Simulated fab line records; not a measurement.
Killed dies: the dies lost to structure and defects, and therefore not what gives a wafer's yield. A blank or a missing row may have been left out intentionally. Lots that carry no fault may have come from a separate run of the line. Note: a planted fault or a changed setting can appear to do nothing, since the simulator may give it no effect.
Comparing a struck lot with a sound one ; flow n5_finfet ; 21 out of 1938 route steps
Sound: wafers L199.1, L199.2, L199.6. Wafers struck: L193.2, L193.4, L193.5. The cause is given at the end.
For every step that has rows: the tool of each side, followed by ch and its chambers, followed by its first start. Under that, the readings that differ: sound wafers ; struck wafers ; difference of the means ; sigmas: that difference in standard deviations of wafers without a fault.
alike: readings whose means differ by less than 2 such deviations, and words and numbers that are the same on both sides. not compared: withheld readings, readings that some wafer has no value for, bounds like >300 that may hide the same value, and numbers for which the record gives no deviation and whose values overlap.
Wherever a step has rows on one side only, a row that says differs or no value, or a row with sigmas, the two part there. Non-overlapping numbers with no deviation appear without sigmas and do not part them. A reading missing from all wafers of one side parts the sides only when that side holds two or more wafers.

first, 6 steps without rows for these wafers: N5_BEOL_M2_COAT_05 (resist thk 30 nm); N5_BEOL_M2_EBR_07; N5_BEOL_M2_SOFTBAKE_06 (time 60 s); N5_BEOL_M2_EXPOSE_08 (exposes mask M2); N5_BEOL_M2_PEB_09 (peb time 60 s); N5_BEOL_M2_DEVELOP_10 (develop time 30 s).
N5_BEOL_M2_CD_MEAS_11: the cd target is 16.79 nm.
  sound on cd_sem-01 ch 0, day 11 14:30; struck on cd_sem-02 ch 0, day 10 05:07
reading;sound;struck;difference;sigmas
cd_nm (nm);16.81 17.00 17.17;16.18 16.57 16.72;-0.50;-2
N5_BEOL_M2_OVL_MEAS_12:
  sound on overlay-02 ch 0, day 11 14:32; struck on overlay-02 ch 0, day 10 05:10
  alike: M2_OVL
N5_BEOL_M2_INSPECT_13: inspects for defects (brightfield).
  sound: defect_inspect-02 at day 11 14:35; struck: defect_inspect-01 at day 10 05:13
  alike: raw_defect_count
N5_BEOL_M2_DESCUM_16: chemistry O2, time 7 s.
  sound on rie_diel-04 ch 0,1, day 11 14:37; struck on rie_diel-01 ch 0,1,2, day 10 06:01
  alike: drypump_motor_current_A, o2_flow_sccm, oes_product_au, rf_vpp_V, showerhead_plenum_p_Torr, temp_c, throttle_valve_pct
  not compared: rf_hours_counter_h
N5_BEOL_M2_ETCH_74: etches underlayer in N2/H2, target depth 6.5 nm, time 5.2 s.
  sound on rie_diel-04 ch 0,1, day 11 14:40; struck on rie_diel-01 ch 0,1,2, day 10 06:04
  alike: bias_w, chamber_pressure_mTorr, drypump_motor_current_A, etch_rf_on_time_s, oes_product_au, rf_vpp_V, showerhead_plenum_p_Torr, throttle_valve_pct
  not compared: rf_hours_counter_h
N5_BEOL_M2_ETCH_63: etches SiARC in CF4, target depth 15.6 nm, time 26 s.
  sound on rie_diel-04 ch 0,1, day 11 14:41; struck on rie_diel-01 ch 0,1,2, day 10 06:04
  alike: bias_w, cf4_flow_sccm, drypump_motor_current_A, etch_rf_on_time_s, mfc_ar_sccm, oes_product_au, rf_vpp_V, showerhead_plenum_p_Torr, throttle_valve_pct
  not compared: rf_hours_counter_h
N5_BEOL_M2_ETCH_64: etches SOC in N2/H2, target depth 75 nm, overetch 22.5 nm, time 121.9 s.
  sound on rie_diel-04 ch 0,1, day 11 14:42; struck on rie_diel-01 ch 0,1,2, day 10 06:06
  no value came back on the struck wafers for any of 8 readings (bias_w (W), chamber_pressure_mTorr (mTorr) and others); on the sound wafers bias_w (W) reads 150.3 149.9 149.9
reading;sound;struck;difference;sigmas
model.SiARC_of_BEOL_M2_COAT_62.thk_nm (nm);6.2 6.4 6.4;12 12 12;+6;
model.underlayer_of_BEOL_M2_COAT_73.thk_nm (nm);0 0 0;5 5 5;+5;
  not compared: rf_hours_counter_h
then, 2 steps without rows for these wafers: N5_BEOL_M2_STRIP_65 (strips in N2/H2); N5_BEOL_M2_STRIP_75 (strips in N2/H2).
N5_BEOL_M2_STRIP_66: strips in CF4.
  sound on rie_diel-04 ch 0,1, day 11 14:50; struck on rie_diel-01 ch 0,1,2, day 10 06:14
reading;sound;struck;difference;sigmas
power_w (W);299.6 301.2 300.8;298.6 299.1 298.7;-1.7;-2
  alike: drypump_motor_current_A, oes_product_au, rf_vpp_V, showerhead_plenum_p_Torr, throttle_valve_pct
  not compared: rf_hours_counter_h
N5_BEOL_M2_HM_OPEN_17: chemistry Cl2/BCl3, target TiN, target depth 20 nm, overetch 6 nm.
  sound on rie_metal-01 ch 0,1, day 11 14:53; struck on rie_metal-01 ch 0, day 10 06:17
reading;sound;struck;difference;sigmas
oes_product_au (a.u.);0.65 0.64 0.65;0.28 0.29 0.29;-0.36;-4
throttle_valve_pct (%);22.24 21.93 22.23;22.59 22.59 22.60;+0.46;+3
  alike: bcl3_flow_sccm, drypump_motor_current_A, he_backside_leak_sccm, mfc_ar_sccm
  not compared: rf_hours_counter_h
N5_BEOL_M2_STRIP_19: strips in O2.
  sound on rie_diel-04 ch 0,1,3, day 11 14:59; struck on rie_diel-02 ch 1,3, day 10 06:26
  alike: drypump_motor_current_A, o2_flow_sccm, oes_product_au, rf_vpp_V, showerhead_plenum_p_Torr, temp_c, throttle_valve_pct
  not compared: rf_hours_counter_h
N5_BEOL_M2_CD_MEAS_18: pitch 36 nm, target cd 18 nm.
  sound: cd_sem-02 at day 11 15:04; struck: cd_sem-03 at day 10 06:31
reading;sound;struck;difference;sigmas
cd_nm (nm);17.58 17.85 17.87;- - -;no value on the struck wafers;
then, 1 step without rows for these wafers: N5_BEOL_M2_COAT_67 (time 60 s, resist thk 60 nm).
N5_BEOL_M4_RC_MEAS_101:
  the record has rows for the sound wafers here (prober-02 ch 0, day 13 20:56) and none for the struck ones

== WHERE THEY PART ==
Earliest at N5_BEOL_M2_CD_MEAS_11; latest, in this record, at N5_BEOL_M4_RC_MEAS_101.

WHY: whatever the simulator had introduced
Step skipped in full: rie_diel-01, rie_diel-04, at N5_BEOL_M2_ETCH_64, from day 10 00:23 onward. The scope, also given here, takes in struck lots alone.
